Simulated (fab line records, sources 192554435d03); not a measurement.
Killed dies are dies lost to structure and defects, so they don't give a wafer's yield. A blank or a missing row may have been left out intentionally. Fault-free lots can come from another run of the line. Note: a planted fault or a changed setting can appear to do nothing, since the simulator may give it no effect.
Lot-split experiment / flow n5_finfet / 21 wafers read across 7 lots, on a route 1938 steps long

SPLIT DETAILS
At N5_FIN_SAQP_SPACER1_ALD_24 (deposits SiO2, target thk 20.3 nm, pulse time 1 s, purge time 2 s), the setting ald_cycles was moved away from the recipe's 218 on 4 of the 21 wafers read, by -11.0% to +10.6%. This setting was run at the recipe's value on the other wafers.

FROM THE SPLIT TO THE READING: what the file shows between them, 2 steps
- N5_FIN_SAQP_SPACER1_ETCHBACK_25: etches SiO2 in CHF3/O2, target depth 24.4 nm, time 12.2 s
- N5_FIN_SAQP_MANDREL1_REMOVE_56: chemistry HBr/Cl2/O2, target a-Si, stops on SiNx, bt time 10 s

THE READING
cd_nm (nm) at N5_FIN_SAQP_CD_MEAS_27, where the cd target is 20 nm. On this fab line, fault-free wafers typically give 20.29 nm with a standard deviation of 0.25 nm.

wafer=L075.2; tool, chamber at the split=ald_sin-03, 2; ald_cycles as run=241; against the recipe=+10.6%; cd_nm, nm=22.47; against lot-mates on the recipe=+2.11
wafer=L075.4; tool, chamber at the split=ald_sin-03, 3; ald_cycles as run=218; against the recipe=recipe; cd_nm, nm=20.32; against lot-mates on the recipe=-
wafer=L075.6; tool, chamber at the split=ald_sin-03, 0; ald_cycles as run=218; against the recipe=recipe; cd_nm, nm=20.40; against lot-mates on the recipe=-
wafer=L076.3; tool, chamber at the split=ald_sin-01, 3,0,0; ald_cycles as run=218; against the recipe=recipe; cd_nm, nm=20.17; against lot-mates on the recipe=-
wafer=L076.4; tool, chamber at the split=ald_sin-01, 3,0,0; ald_cycles as run=218; against the recipe=recipe; cd_nm, nm=20.25; against lot-mates on the recipe=-
wafer=L076.6; tool, chamber at the split=ald_sin-01, 3,0,0; ald_cycles as run=218; against the recipe=recipe; cd_nm, nm=20.41; against lot-mates on the recipe=-
wafer=L078.2; tool, chamber at the split=ald_sin-03, 1,3; ald_cycles as run=194; against the recipe=-11.0%; cd_nm, nm=18.27; against lot-mates on the recipe=-1.85
wafer=L078.4; tool, chamber at the split=ald_sin-03, 1,3; ald_cycles as run=194; against the recipe=-11.0%; cd_nm, nm=18.46; against lot-mates on the recipe=-1.66
wafer=L078.6; tool, chamber at the split=ald_sin-03, 2; ald_cycles as run=218; against the recipe=recipe; cd_nm, nm=20.12; against lot-mates on the recipe=-
wafer=L080.3; tool, chamber at the split=ald_sin-01, 3,0,2; ald_cycles as run=218; against the recipe=recipe; cd_nm, nm=20.45; against lot-mates on the recipe=-
wafer=L080.4; tool, chamber at the split=ald_sin-01, 3,0,2; ald_cycles as run=218; against the recipe=recipe; cd_nm, nm=20.78; against lot-mates on the recipe=-
wafer=L080.6; tool, chamber at the split=ald_sin-01, 3,0,2; ald_cycles as run=218; against the recipe=recipe; cd_nm, nm=20.49; against lot-mates on the recipe=-
wafer=L088.2; tool, chamber at the split=ald_sin-02, 2; ald_cycles as run=218; against the recipe=recipe; cd_nm, nm=20.17; against lot-mates on the recipe=-
wafer=L088.5; tool, chamber at the split=ald_sin-02, 2; ald_cycles as run=218; against the recipe=recipe; cd_nm, nm=20.26; against lot-mates on the recipe=-
wafer=L088.6; tool, chamber at the split=ald_sin-02, 3; ald_cycles as run=200; against the recipe=-8.3%; cd_nm, nm=18.33; against lot-mates on the recipe=-1.89
wafer=L090.2; tool, chamber at the split=ald_sin-02, 1,0; ald_cycles as run=218; against the recipe=recipe; cd_nm, nm=20.43; against lot-mates on the recipe=-
wafer=L090.3; tool, chamber at the split=ald_sin-02, 0; ald_cycles as run=218; against the recipe=recipe; cd_nm, nm=20.53; against lot-mates on the recipe=-
wafer=L090.6; tool, chamber at the split=ald_sin-02, 1,0; ald_cycles as run=218; against the recipe=recipe; cd_nm, nm=20.53; against lot-mates on the recipe=-
wafer=L091.2; tool, chamber at the split=ald_sin-02, 2; ald_cycles as run=218; against the recipe=recipe; cd_nm, nm=19.96; against lot-mates on the recipe=-
wafer=L091.3; tool, chamber at the split=ald_sin-02, 1,2; ald_cycles as run=218; against the recipe=recipe; cd_nm, nm=20.89; against lot-mates on the recipe=-
wafer=L091.5; tool, chamber at the split=ald_sin-02, 1,2; ald_cycles as run=218; against the recipe=recipe; cd_nm, nm=20.26; against lot-mates on the recipe=-
If several chambers appear in one row, that row covers several wafers at once and the file leaves open which wafer was in which chamber.

THE FIT
A straight line over all 21 wafers: cd_nm changes by +0.197 nm for each +1% of ald_cycles; r = +0.97; the points scatter about the line by 0.24 nm.
The same after taking each lot's own level away (the mean of its wafers on the recipe; 21 wafers): +0.182 nm for each +1%; r = +0.97; scatter 0.22 nm.
On that fit, the largest move of ald_cycles shifts the reading by 2 nm.
The lots' own levels span 20.120 to 20.573 nm, that is 1.8 times the standard deviation above.
So the lot-to-lot level changes the slope little: the two slopes agree.
Check: with one of the wafers moved furthest among these (-11.0%) left out of the fit, the line predicts -2.05 nm for it against its lot-mates. It came out at -1.85 nm against them.

OTHER SPLITS ON THESE WAFERS
Note: prior to the reading, these wafers also went through further splits. Each is held against what the fit with the lots' levels taken away leaves over:
other split on the same wafers=N5_ZERO_LAYER_COAT_05 spin_rpm; wafers away from the commonest value=12; r with cd_nm (lot level and that fit taken away)=-0.10
other split on the same wafers=N5_ZERO_LAYER_EXPOSE_08 dose_mj; wafers away from the commonest value=5; r with cd_nm (lot level and that fit taken away)=+0.36
other split on the same wafers=N5_PMOS_HMC_CHANNEL_EPI_PEB_07 peb_time_s; wafers away from the commonest value=7; r with cd_nm (lot level and that fit taken away)=+0.04
other split on the same wafers=N5_PMOS_HMC_CHANNEL_EPI_DEVELOP_08 develop_time_s; wafers away from the commonest value=9; r with cd_nm (lot level and that fit taken away)=+0.13
other split on the same wafers=N5_FIN_SAQP_MANDREL_ETCH_22 icp_w; wafers away from the commonest value=6; r with cd_nm (lot level and that fit taken away)=-0.18

THE WHOLE CHAIN: every reading that the file lists as answering this split, in the file's order
step=N5_FIN_SAQP_SPACER1_ALD_24; what it does=deposits SiO2, target thk 20.3 nm, pulse time 1 s, purge time 2 s; reading=SiO2_of_FIN_SAQP_SPACER1_ALD_24.thk_nm (the simulator's own value, which no gauge read); change (the file's fit)=+0.198 nm for each +1% of the setting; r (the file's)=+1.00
step=N5_FIN_SAQP_MANDREL1_REMOVE_56; what it does=chemistry HBr/Cl2/O2, target a-Si, stops on SiNx, bt time 10 s; reading=FIN_SAQP.cd_nm (the simulator's own value, which no gauge read); change (the file's fit)=+0.196 nm for each +1% of the setting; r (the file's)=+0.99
step=N5_FIN_SAQP_CD_MEAS_27; what it does=target cd 20 nm; reading=cd_nm; change (the file's fit)=+0.19 nm for each +1% of the setting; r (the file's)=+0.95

FILE'S OWN FIT
cd_nm changes by +0.19 nm for each +1% of ald_cycles, r = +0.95.
